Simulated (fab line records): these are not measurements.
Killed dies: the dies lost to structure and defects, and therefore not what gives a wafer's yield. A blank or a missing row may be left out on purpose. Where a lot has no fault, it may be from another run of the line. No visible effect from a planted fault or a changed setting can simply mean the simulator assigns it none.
fab line records	flow n5_finfet
record lots=5	wafers=15	last_day=17
route steps=1938 shown BEOL_M4@1099 BEOL_M5@1112 BEOL_M10@1533 PASSIVATION@1936
lots that met no fault: from a run of the same line without faults
start_h: hours from the record's first day to the start of the lot's first wafer shown	wait_h: how many hours have passed since the lot's step before this one	" repeats the value in the row above	L1.1+2: several wafers, shown together as one row	- value missing, or start not given	* or withheld: withheld	< > ~ a bound
route shown NAME@n: names a module that has steps shown in the file, with the first one's number in the route	usual: mean and standard deviation over wafers with no fault	same: alike in all rows	chamber/n: place in a boat	sites: the reading at each site	_std_site: the standard deviation of these	_edge_site: the outer-site mean with the inner-site mean subtracted	radius_mm: how far each site lies from the wafer's centre	mask NAME#n: copy n	behind: the tool/chamber that last shaped the wafer	hold: what put the lot on hold/how long, in hours/how the hold closed	device: names the non-switching transistor (n, p or np)	end of line: tests of these same wafers at the route's end	a step without rows: its recipe alone	killed: dies that structure and defects cost at the first sort, which is not the same as the wafer's yield	map: shows each die of a wafer: x if killed, . if not, _ if none is there
set.NAME: setting as actually run; set.NAME@STEP: the setting as run at that earlier step	model.NAME: the simulator's own value behind a step, which no gauge read
certain route steps with their lots: each step a table, each wafer a row
services: a tool's chamber out of use, with start hour (start_h, from the record's first day; less than 0 if before it), hours out, and reason
## steps
# step N5_BEOL_M4_ANNEAL_95
# recipe temp_c=400	time_s=240	ambient=vacuum
# step N5_BEOL_M4_SPUTTER_96
# recipe material=Cu	target_thk_a=45	temp_c=-20	chamber_pressure_pa=0.07	power_w=withheld	time_s=8.29
# step N5_BEOL_M4_ECD_50
# recipe material=Cu	target_thk_a=3000
# step N5_BEOL_M4_ANNEAL_51
# recipe temp_c=225	time_s=90	ambient=N2
# step N5_BEOL_M4_CMP_52
# recipe stop_on=SiOC	t_overpolish_s=6.8	down_force_psi=1	platen_rpm=50	clearing_platen_down_force_psi=1.5	clearing_platen_rpm=50	post_cmp_clean=cu_alkaline	target_thk_nm=40	clearing_platen_pad_velocity_m_s=0.99484	pad_velocity_m_s=0.99484
# step N5_BEOL_M4_PRE_CLEAN_60
# recipe gas=NH3/H2	time_s=15	temp_c=*	rf_power_w=300
# step N5_BEOL_M4_CO_CAP_55
# recipe material=Co	target_thk_a=20	temp_c=200	precursor=CCTBA/H2	pressure_torr=30	time_s=102.1
# step N5_BEOL_M4_PRE_CLEAN_56
# recipe gas=NH3	time_s=15	temp_c=withheld	rf_power_w=300
# step N5_BEOL_M4_DEP_57
# recipe material=SiCN	target_thk_a=80	temp_c=withheld	precursor=3MS/NH3	pressure_torr=3	rf_w=202	time_s=14
# step N5_BEOL_M4_RC_MEAS_101
# usual DIBL_N=36.3/1	DIBL_P=36.2/1.4	IOFF_N=0.157/0.021	IOFF_P=0.206/0.025	ION_N=673/9	ION_P=461/6.4	SS_N=71.5/0.5	SS_P=73.2/0.47	VT_N=249.9/2.4	VT_P=-250.6/2.9
lot.wafer	tool	chamber	start_h	wait_h	DIBL_N[mV/V]	DIBL_P[mV/V]	IOFF_N[nA/um]	IOFF_P[nA/um]	ION_N[uA/um]	ION_P[uA/um]	SS_N[mV/dec]	SS_P[mV/dec]	VT_N[mV]	VT_P[mV]
L927.1	prober-02	0	178.01	0.0	35.8	36.6	0.150	0.210	671	465	71.7	73.4	249.6	-250.8
L927.3	"	0	"	"	36.3	37.5	0.164	0.215	680	468	71.0	74.2	252.6	-251.1
L927.5	"	0	"	"	36.8	38.1	0.172	0.221	687	469	71.5	73.7	249.8	-249.4
L930.2	prober-02	0	199.80	0.2	36.6	37.1	0.158	0.208	670	457	71.3	73.6	251.4	-251.3
L930.3	"	0	"	"	34.5	34.7	0.138	0.184	673	465	71.1	73.2	250.4	-249.8
L930.5	"	0	"	"	36.5	37.6	0.159	0.216	663	454	71.3	73.7	252.1	-251.2
L929.2	prober-01	0	203.38	0.2	36.1	37.2	0.145	0.207	681	467	71.0	72.4	250.6	-250.6
L929.4	"	0	"	"	36.2	35.7	0.135	0.195	671	464	71.0	72.9	249.6	-250.6
L929.5	"	0	"	"	35.5	35.3	0.130	0.185	672	462	71.1	72.8	251.0	-252.9
L946.2	prober-01	0	289.31	0.2	37.5	36.1	0.166	0.236	683	470	72.1	72.6	248.3	-246.5
L946.5	"	0	"	"	37.4	35.7	0.164	0.234	678	463	71.5	73.8	250.8	-245.9
L946.6	"	0	"	"	36.6	35.1	0.152	0.210	675	463	70.4	73.3	249.1	-250.4
L947.1	prober-02	0	301.67	0.0	37.1	37.4	0.172	0.208	676	463	71.5	73.3	251.2	-251.8
L947.4	"	0	"	"	36.7	36.5	0.165	0.203	674	458	71.5	73.2	250.1	-251.7
L947.5	"	0	"	"	35.8	36.0	0.148	0.184	675	456	71.2	74.2	251.8	-252.5
# step N5_BEOL_M5_ILD_DEP_00
# recipe material=SiCOH_lowk	target_thk_a=1406.4	temp_c=300	precursor=DEMS/porogen	pressure_torr=5	rf_w=500	time_s=25.9
# step N5_BEOL_M5_CURE_79
# recipe temp_c=385	time_s=240	ambient=He/Ar	material=SiCOH_lowk
# step N5_BEOL_M5_PECVD_70
# recipe material=SiO2	target_thk_a=160	temp_c=400	precursor=TEOS/O2	pressure_torr=5.5	rf_w=450	teos_flow_sccm=53.8	gas=O2	flow_sccm=3000	time_s=18
# step N5_BEOL_M5_HM_DEP_02
# recipe material=TiN	target_thk_a=200	temp_c=25	chamber_pressure_pa=0.49996
# step N5_BEOL_M5_COAT_59
# recipe resist=SOC	temp_c=250	time_s=60	spin_rpm=1500	resist_thk_nm=60
# step N5_BEOL_M5_COAT_60
# recipe resist=SiARC	temp_c=220	time_s=60	spin_rpm=1500	resist_thk_nm=12
# step N5_BEOL_M5_COAT_71
# recipe resist=underlayer	temp_c=205	time_s=60	spin_rpm=1500	resist_thk_nm=5
# step N5_BEOL_M5_COAT_05
# recipe resist=CAR-EUV	spin_rpm=1500	resist_thk_nm=30
# step N5_BEOL_M5_EBR_07
# recipe solvent=PGMEA	ebr_width_mm=1.5
# step N5_BEOL_M5_SOFTBAKE_06
# recipe temp_c=110	time_s=60	resist=CAR-EUV
# step N5_BEOL_M5_EXPOSE_08
# recipe mask_id=M5	na=0.33	source_shape=annular	sigma_inner=0.4	sigma_outer=0.8	polarization=unpolarized	target_cd_nm=28	dose_mj=35.75
# step N5_BEOL_M5_PEB_09
# recipe peb_temp_c=100	peb_time_s=60	resist=CAR-EUV
# step N5_BEOL_M5_DEVELOP_10
# recipe develop_time_s=30	developer=TMAH	resist=CAR-EUV	rinse_liquid=surfactant_rinse	dry=air_spin	dev_temp_c=23
# step N5_BEOL_M5_DESCUM_16
# recipe chemistry=O2	time_s=7	source_power_w=50	bias_power_w=20	pressure_mtorr=20	rf_frequency_hz=2.712e+07	temp_c=40	resist=CAR-EUV	o2_flow_sccm=225
# step N5_BEOL_M5_ETCH_72
# recipe chemistry=N2/H2	target=underlayer	target_depth_a=65	mask_material=CAR-EUV	time_s=5.2	ion_energy_ev=200	pressure_mtorr=30	source_w=840	bias_w=150	n2_flow_sccm=200	h2_flow_sccm=200	ends=cleared
# step N5_BEOL_M5_ETCH_61
# recipe chemistry=CF4	target=SiARC	target_depth_a=156	mask_material=CAR-EUV	time_s=26	ion_energy_ev=80	pressure_mtorr=40	source_w=545	bias_w=36	Ar_flow_sccm=100	cf4_flow_sccm=100	ends=cleared
# step N5_BEOL_M5_ETCH_62
# recipe chemistry=N2/H2	target=SOC	target_depth_a=750	overetch_a=150	mask_material=SiARC	temp_c=40	time_s=112.5	ion_energy_ev=200	pressure_mtorr=30	source_w=840	bias_w=150	n2_flow_sccm=200	h2_flow_sccm=200
# step N5_BEOL_M5_STRIP_63
# recipe chemistry=N2/H2	temp_c=40	n2_flow_sccm=200	h2_flow_sccm=200	rf_frequency_hz=6e+07
# step N5_BEOL_M5_STRIP_73
# recipe chemistry=N2/H2	temp_c=40	n2_flow_sccm=200	h2_flow_sccm=200	rf_frequency_hz=6e+07
# step N5_BEOL_M5_STRIP_64
# recipe chemistry=CF4	resist=SiARC	power_w=300	bias_power_w=75	pressure_mtorr=50	cf4_flow_sccm=150	rf_frequency_hz=6e+07
# step N5_BEOL_M5_HM_OPEN_17
# recipe chemistry=Cl2/BCl3	target_depth_a=200	overetch_a=60	target=TiN	mask_material=SOC	ion_energy_ev=150	pressure_mtorr=10	icp_w=1000	bias_w=126	Cl2_flow_sccm=53.25	bcl3_flow_sccm=21.75	Ar_flow_sccm=25
# step N5_BEOL_M5_STRIP_19
# recipe chemistry=O2	power_w=400	temp_c=40	pressure_mtorr=30	rf_frequency_hz=6e+07	bias_power_w=0	overash_fraction=0.2	o2_flow_sccm=225
# step N5_BEOL_M5_COAT_65
# recipe resist=SOC	temp_c=250	time_s=60	spin_rpm=1500	resist_thk_nm=60
# step N5_BEOL_M5_COAT_66
# recipe resist=SiARC	temp_c=220	time_s=60	spin_rpm=1500	resist_thk_nm=12
# step N5_BEOL_M10_DEP_56
# recipe material=SiCN	target_thk_a=150	temp_c=withheld	precursor=3MS/NH3	pressure_torr=3	rf_w=202	time_s=26.5
# usual chamber_pressure_Torr=3.000/0.0065	rf_fwd_power_W=200.1/0.71	showerhead_plenum_p_Torr=3.667/0.015	throttle_valve_pct=9.0/0.44
lot.wafer	tool	chamber	start_h	wait_h	chamber_pressure_Torr	rf_fwd_power_W	showerhead_plenum_p_Torr	throttle_valve_pct
L927.1	pecvd-03	0	232.47	0.0	-	-	-	-
L927.3	"	2	"	"	-	-	-	-
L927.5	"	1	"	"	-	-	-	-
L930.2	pecvd-02	1	252.57	0.0	-	-	-	-
L930.3	"	2	"	"	-	-	-	-
L930.5	"	2	"	"	-	-	-	-
L929.2	pecvd-03	0	253.40	0.0	-	-	-	-
L929.4	"	2	"	"	-	-	-	-
L929.5	"	1	"	"	-	-	-	-
L946.2	pecvd-04	1	340.92	0.0	3.005	199.5	3.666	8.9
L946.5	"	0	"	"	3.002	200.7	3.654	9.4
L946.6	"	2	"	"	2.998	199.9	3.673	8.8
L947.1	pecvd-02	2	354.47	0.0	3.000	200.8	3.644	8.3
L947.4	"	2	"	"	3.004	199.7	3.641	8.1
L947.5	"	0	"	"	3.005	201.0	3.647	9.7
# step N5_PASSIVATION_PROBE_49
# usual defect_limited_yield=91.1/1.3	killed_at_M0_to_M3=36/10	killed_at_M4_up=14/4.4	killed_at_contacts=14/5.7	killed_at_front_end=39/9.4	killed_at_other=2.9/2.6	killed_dies=105/15	killed_on_rim=14/3.5	killed_open=70/12	killed_short=34/7.1	sort_bin_5_function=5.3/0.77	sort_bin_6_memory=3.3/0.66	sort_n_pass=1075/15	sort_yield_pct=91.1/1.3
# same gross_dies=1180	killed_at_back_side=0	sort_bin_4_leakage[%]=0	sort_bin_8_speed[%]=0
lot.wafer	tool	chamber	start_h	wait_h	defect_limited_yield[%]	killed_at_M0_to_M3	killed_at_M4_up	killed_at_contacts	killed_at_front_end	killed_at_other	killed_dies	killed_on_rim	killed_open	killed_short	sort_bin_5_function[%]	sort_bin_6_memory[%]	sort_n_pass	sort_yield_pct[%]
L927.1	prober-01	-	282.02	0.0	0	45	1087	9	36	3	1180	152	76	35	96.3	3.5	0	0
L927.3	prober-01	-	282.12	0.1	0	45	1074	9	47	5	1180	152	80	36	95.7	4.0	0	0
L927.5	prober-01	-	282.22	0.2	0	37	1082	19	40	2	1180	152	87	32	95.8	3.7	0	0
L929.2	prober-01	-	298.54	0.1	0	58	1063	11	45	3	1180	152	85	47	95.4	3.8	0	0
L929.4	prober-01	-	298.64	0.2	0	36	1073	17	47	7	1180	152	75	38	95.9	3.8	0	0
L929.5	prober-01	-	298.69	0.2	0	44	1077	12	45	2	1180	152	69	42	95.9	3.7	0	0
L930.2	prober-01	-	302.85	0.1	0	25	1099	17	39	0	1180	152	50	35	97.2	2.5	0	0
L930.3	prober-01	-	302.90	0.1	0	32	1072	15	58	3	1180	152	88	37	96.0	3.7	0	0
L930.5	prober-01	-	303.00	0.2	0	37	1078	17	45	3	1180	152	77	39	96.4	3.3	0	0
L946.2	prober-01	-	384.54	0.1	90.2	39	17	27	30	3	116	15	86	27	6.3	3.2	1064	90.2
L946.5	prober-01	-	384.69	0.2	90.1	49	15	10	41	2	117	16	90	24	5.1	4.7	1063	90.1
L946.6	prober-01	-	384.74	0.3	91.2	44	5	26	29	0	104	14	62	42	5.7	2.9	1076	91.2
L947.1	prober-02	-	403.41	0.0	91.5	20	11	18	51	0	100	15	66	32	5.1	3.1	1080	91.5
L947.4	prober-02	-	403.56	0.2	90.0	42	23	12	41	0	118	16	89	27	5.9	4.1	1062	90.0
L947.5	prober-02	-	403.61	0.2	91.5	27	17	22	32	2	100	15	63	35	4.7	3.6	1080	91.5
# killed by level:class
L927.1 BEOL_M10:area_dep=1067 BEOL_M0_SAQP:geometric_particle:open=14 FIN_SAQP:geometric_particle:open=11 FIN_SAQP:geometric_particle:short=8 BEOL_M0_SAQP:geometric_particle:short=8 MOL_CONTACT_COAG:geometric_particle:open=8 BEOL_M3:geometric_particle:open=8 BEOL_M4:geometric_particle:open=7
L927.3 BEOL_M10:area_dep=1064 BEOL_M3:geometric_particle:open=16 FIN_SAQP:geometric_particle:open=11 STI_FIN_REVEAL:geometric_particle:open=10 BEOL_M0_SAQP:geometric_particle:open=8 MOL_CONTACT_COAG:geometric_particle:open=8 BEOL_M1:geometric_particle:open=7 FIN_SAQP:geometric_particle:short=5
L927.5 BEOL_M10:area_dep=1060 MOL_CONTACT_COAG:geometric_particle:open=13 STI_FIN_REVEAL:geometric_particle:open=12 BEOL_M4:geometric_particle:open=11 BEOL_M2:geometric_particle:open=9 BEOL_M0_SAQP:geometric_particle:open=7 MOL_CONTACT_COAG:geometric_particle:short=6 BEOL_M1:geometric_particle:open=6
L929.2 BEOL_M10:area_dep=1044 BEOL_M0_SAQP:geometric_particle:open=18 BEOL_M0_SAQP:geometric_particle:short=15 STI_FIN_REVEAL:geometric_particle:open=8 MOL_CONTACT_COAG:geometric_particle:open=8 BEOL_M1:geometric_particle:open=8 BEOL_M4:geometric_particle:open=7 FIN_SAQP:geometric_particle:open=6
L929.4 BEOL_M10:area_dep=1064 MOL_CONTACT_COAG:geometric_particle:open=13 STI_FIN_REVEAL:geometric_particle:open=12 BEOL_M3:geometric_particle:open=8 FIN_SAQP:geometric_particle:open=7 BEOL_M1:geometric_particle:open=7 ILD0:geometric_particle:short=5 BEOL_M0_SAQP:geometric_particle:open=5
L929.5 BEOL_M10:area_dep=1069 STI_FIN_REVEAL:geometric_particle:open=14 FIN_SAQP:geometric_particle:short=12 MOL_CONTACT_COAG:geometric_particle:open=12 BEOL_M0_SAQP:geometric_particle:short=12 BEOL_M0_SAQP:geometric_particle:open=10 BEOL_M1:geometric_particle:open=10 FIN_SAQP:geometric_particle:open=4
L930.2 BEOL_M10:area_dep=1090 MOL_CONTACT_COAG:geometric_particle:open=12 FIN_SAQP:geometric_particle:short=7 BEOL_M2:geometric_particle:open=7 DUMMY_GATE:geometric_particle:open=6 STI_FIN_REVEAL:geometric_particle:open=5 GATE_CUT:geometric_particle:short=5 MOL_CONTACT_COAG:geometric_particle:short=5
L930.3 BEOL_M10:area_dep=1055 STI_FIN_REVEAL:geometric_particle:open=15 FIN_SAQP:geometric_particle:open=14 MOL_CONTACT_COAG:geometric_particle:open=12 GATE_CUT:geometric_particle:short=9 BEOL_M4:geometric_particle:open=9 BEOL_M0_SAQP:geometric_particle:short=8 BEOL_M0_SAQP:geometric_particle:open=7
L930.5 BEOL_M10:area_dep=1063 MOL_CONTACT_COAG:geometric_particle:open=13 BEOL_M4:geometric_particle:open=10 FIN_SAQP:geometric_particle:short=9 BEOL_M0_SAQP:geometric_particle:open=9 BEOL_M0:geometric_particle:open=7 GATE_CUT:geometric_particle:short=6 BEOL_M0_SAQP:geometric_particle:short=6
L946.2 MOL_CONTACT_COAG:geometric_particle:open=24 BEOL_M3:geometric_particle:open=11 BEOL_M0_SAQP:geometric_particle:short=9 BEOL_M0_SAQP:geometric_particle:open=7 STI_FIN_REVEAL:geometric_particle:open=6 ILD0:geometric_particle:open=6 BEOL_M2:geometric_particle:open=4 BEOL_M4:geometric_particle:open=4
L946.5 BEOL_M3:geometric_particle:open=17 STI_FIN_REVEAL:geometric_particle:open=16 BEOL_M0_SAQP:geometric_particle:open=11 MOL_CONTACT_COAG:geometric_particle:open=8 BEOL_M4:geometric_particle:open=8 DUMMY_GATE:geometric_particle:open=5 BEOL_M2:geometric_particle:open=5 BEOL_M0_SAQP:geometric_particle:short=5
L946.6 MOL_CONTACT_COAG:geometric_particle:open=17 BEOL_M0_SAQP:geometric_particle:open=15 BEOL_M0_SAQP:geometric_particle:short=13 MOL_CONTACT_COAG:geometric_particle:short=9 BEOL_M3:geometric_particle:open=9 STI_FIN_REVEAL:geometric_particle:open=7 STARTING-WAFER:geometric_particle:open=6 ILD0:geometric_particle:short=5
L947.1 MOL_CONTACT_COAG:geometric_particle:open=14 STI_FIN_REVEAL:geometric_particle:open=13 FIN_SAQP:geometric_particle:open=11 FIN_SAQP:geometric_particle:short=11 BEOL_M4:geometric_particle:open=6 BEOL_M3:geometric_particle:open=6 BEOL_M1:geometric_particle:open=5 GATE_CUT:geometric_particle:short=4
L947.4 BEOL_M0_SAQP:geometric_particle:open=15 BEOL_M4:geometric_particle:open=14 FIN_SAQP:geometric_particle:open=12 MOL_CONTACT_COAG:geometric_particle:open=10 FIN_SAQP:geometric_particle:short=8 BEOL_M3:geometric_particle:open=8 STI_FIN_REVEAL:geometric_particle:open=7 DUMMY_GATE:geometric_particle:open=7
L947.5 MOL_CONTACT_COAG:geometric_particle:open=18 BEOL_M0_SAQP:geometric_particle:short=7 BEOL_M0_SAQP:geometric_particle:open=7 STI_FIN_REVEAL:geometric_particle:open=6 BEOL_M3:geometric_particle:open=5 BEOL_M4:geometric_particle:open=5 ILD0:geometric_particle:short=4 GATE_CUT:geometric_particle:short=4
# map L927.1 (x killed, . not)
_________________xxxxxxxxxxxx________________
______________xxxxxxxxxxxxxxxxxx_____________
___________xxxxxxxxxxxxxxxxxxxxxxxx__________
__________xxxxxxxxxxxxxxxxxxxxxxxxxx_________
________xxxxxxxxxxxxxxxxxxxxxxxxxxxxxx_______
_______xxxxxxxxxxxxxxxxxxxxxxxxxxxxxxxx______
______xxxxxxxxxxxxxxxxxxxxxxxxxxxxxxxxxx_____
_____xxxxxxxxxxxxxxxxxxxxxxxxxxxxxxxxxxxx____
____xxxxxxxxxxxxxxxxxxxxxxxxxxxxxxxxxxxxxx___
___xxxxxxxxxxxxxxxxxxxxxxxxxxxxxxxxxxxxxxxx__
___xxxxxxxxxxxxxxxxxxxxxxxxxxxxxxxxxxxxxxxx__
__xxxxxxxxxxxxxxxxxxxxxxxxxxxxxxxxxxxxxxxxxx_
__xxxxxxxxxxxxxxxxxxxxxxxxxxxxxxxxxxxxxxxxxx_
_xxxxxxxxxxxxxxxxxxxxxxxxxxxxxxxxxxxxxxxxxxxx
_xxxxxxxxxxxxxxxxxxxxxxxxxxxxxxxxxxxxxxxxxxxx
_xxxxxxxxxxxxxxxxxxxxxxxxxxxxxxxxxxxxxxxxxxxx
_xxxxxxxxxxxxxxxxxxxxxxxxxxxxxxxxxxxxxxxxxxxx
_xxxxxxxxxxxxxxxxxxxxxxxxxxxxxxxxxxxxxxxxxxxx
_xxxxxxxxxxxxxxxxxxxxxxxxxxxxxxxxxxxxxxxxxxxx
_xxxxxxxxxxxxxxxxxxxxxxxxxxxxxxxxxxxxxxxxxxxx
_xxxxxxxxxxxxxxxxxxxxxxxxxxxxxxxxxxxxxxxxxxxx
__xxxxxxxxxxxxxxxxxxxxxxxxxxxxxxxxxxxxxxxxxx_
__xxxxxxxxxxxxxxxxxxxxxxxxxxxxxxxxxxxxxxxxxx_
___xxxxxxxxxxxxxxxxxxxxxxxxxxxxxxxxxxxxxxxx__
___xxxxxxxxxxxxxxxxxxxxxxxxxxxxxxxxxxxxxxxx__
____xxxxxxxxxxxxxxxxxxxxxxxxxxxxxxxxxxxxxx___
_____xxxxxxxxxxxxxxxxxxxxxxxxxxxxxxxxxxxx____
______xxxxxxxxxxxxxxxxxxxxxxxxxxxxxxxxxx_____
_______xxxxxxxxxxxxxxxxxxxxxxxxxxxxxxxx______
________xxxxxxxxxxxxxxxxxxxxxxxxxxxxxx_______
__________xxxxxxxxxxxxxxxxxxxxxxxxxx_________
___________xxxxxxxxxxxxxxxxxxxxxxxx__________
______________xxxxxxxxxxxxxxxxxx_____________
_________________xxxxxxxxxxxx________________
# map L929.2 (x killed, . not)
_________________xxxxxxxxxxxx________________
______________xxxxxxxxxxxxxxxxxx_____________
___________xxxxxxxxxxxxxxxxxxxxxxxx__________
__________xxxxxxxxxxxxxxxxxxxxxxxxxx_________
________xxxxxxxxxxxxxxxxxxxxxxxxxxxxxx_______
_______xxxxxxxxxxxxxxxxxxxxxxxxxxxxxxxx______
______xxxxxxxxxxxxxxxxxxxxxxxxxxxxxxxxxx_____
_____xxxxxxxxxxxxxxxxxxxxxxxxxxxxxxxxxxxx____
____xxxxxxxxxxxxxxxxxxxxxxxxxxxxxxxxxxxxxx___
___xxxxxxxxxxxxxxxxxxxxxxxxxxxxxxxxxxxxxxxx__
___xxxxxxxxxxxxxxxxxxxxxxxxxxxxxxxxxxxxxxxx__
__xxxxxxxxxxxxxxxxxxxxxxxxxxxxxxxxxxxxxxxxxx_
__xxxxxxxxxxxxxxxxxxxxxxxxxxxxxxxxxxxxxxxxxx_
_xxxxxxxxxxxxxxxxxxxxxxxxxxxxxxxxxxxxxxxxxxxx
_xxxxxxxxxxxxxxxxxxxxxxxxxxxxxxxxxxxxxxxxxxxx
_xxxxxxxxxxxxxxxxxxxxxxxxxxxxxxxxxxxxxxxxxxxx
_xxxxxxxxxxxxxxxxxxxxxxxxxxxxxxxxxxxxxxxxxxxx
_xxxxxxxxxxxxxxxxxxxxxxxxxxxxxxxxxxxxxxxxxxxx
_xxxxxxxxxxxxxxxxxxxxxxxxxxxxxxxxxxxxxxxxxxxx
_xxxxxxxxxxxxxxxxxxxxxxxxxxxxxxxxxxxxxxxxxxxx
_xxxxxxxxxxxxxxxxxxxxxxxxxxxxxxxxxxxxxxxxxxxx
__xxxxxxxxxxxxxxxxxxxxxxxxxxxxxxxxxxxxxxxxxx_
__xxxxxxxxxxxxxxxxxxxxxxxxxxxxxxxxxxxxxxxxxx_
___xxxxxxxxxxxxxxxxxxxxxxxxxxxxxxxxxxxxxxxx__
___xxxxxxxxxxxxxxxxxxxxxxxxxxxxxxxxxxxxxxxx__
____xxxxxxxxxxxxxxxxxxxxxxxxxxxxxxxxxxxxxx___
_____xxxxxxxxxxxxxxxxxxxxxxxxxxxxxxxxxxxx____
______xxxxxxxxxxxxxxxxxxxxxxxxxxxxxxxxxx_____
_______xxxxxxxxxxxxxxxxxxxxxxxxxxxxxxxx______
________xxxxxxxxxxxxxxxxxxxxxxxxxxxxxx_______
__________xxxxxxxxxxxxxxxxxxxxxxxxxx_________
___________xxxxxxxxxxxxxxxxxxxxxxxx__________
______________xxxxxxxxxxxxxxxxxx_____________
_________________xxxxxxxxxxxx________________
## services
tool	chamber	start_h	hours	kind
pecvd-04	1	226.33	5.5	scheduled_down
pecvd-02	2	256.98	2.1	scheduled_down
pecvd-03	0	267.79	5.5	scheduled_down
pecvd-04	-	304.29	2.8	pm
pecvd-04	2	309.11	4.2	repair
pecvd-03	0	343.85	2.1	scheduled_down
## key
first_sign step=N5_BEOL_M10_DEP_56	reading=tool_record	direction=missing
effect step=N5_PASSIVATION_PROBE_49	reading=killed_at_M4_up	direction=up	sigmas=99+	usual=14	struck=1078
more_kills_born_at N5_BEOL_M10_DEP_56@pecvd-03=6368	N5_BEOL_M10_DEP_56@pecvd-02=3208
met_at N5_BEOL_M10_DEP_56
struck_wafers L927.1,L927.3,L927.5,L929.2,L929.4,L929.5,L930.2,L930.3,L930.5
later_rows_left_out L927.1,L927.3,L927.5,L929.2,L929.4,L929.5,L930.2,L930.3,L930.5
earlier_fault kind=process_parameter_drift	tool=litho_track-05	chamber=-	onset_h=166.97	steps=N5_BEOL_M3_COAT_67	channel=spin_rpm	offset=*	shape=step	acts_in=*	stated=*
earlier_fault kind=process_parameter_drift	tool=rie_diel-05	chamber=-	onset_h=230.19	steps=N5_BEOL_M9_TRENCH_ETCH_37	channel=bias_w	offset=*	shape=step	acts_in=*	stated=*
fault kind=skipped_step_whole	tool=pecvd-02,pecvd-03	chamber=-	onset_h=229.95	steps=N5_BEOL_M10_DEP_56	scope=struck_lots_only
# later_rows_left_out: the simulator's readings of these wafers behind a module that went badly wrong aren't trusted and aren't shown, but for the sort
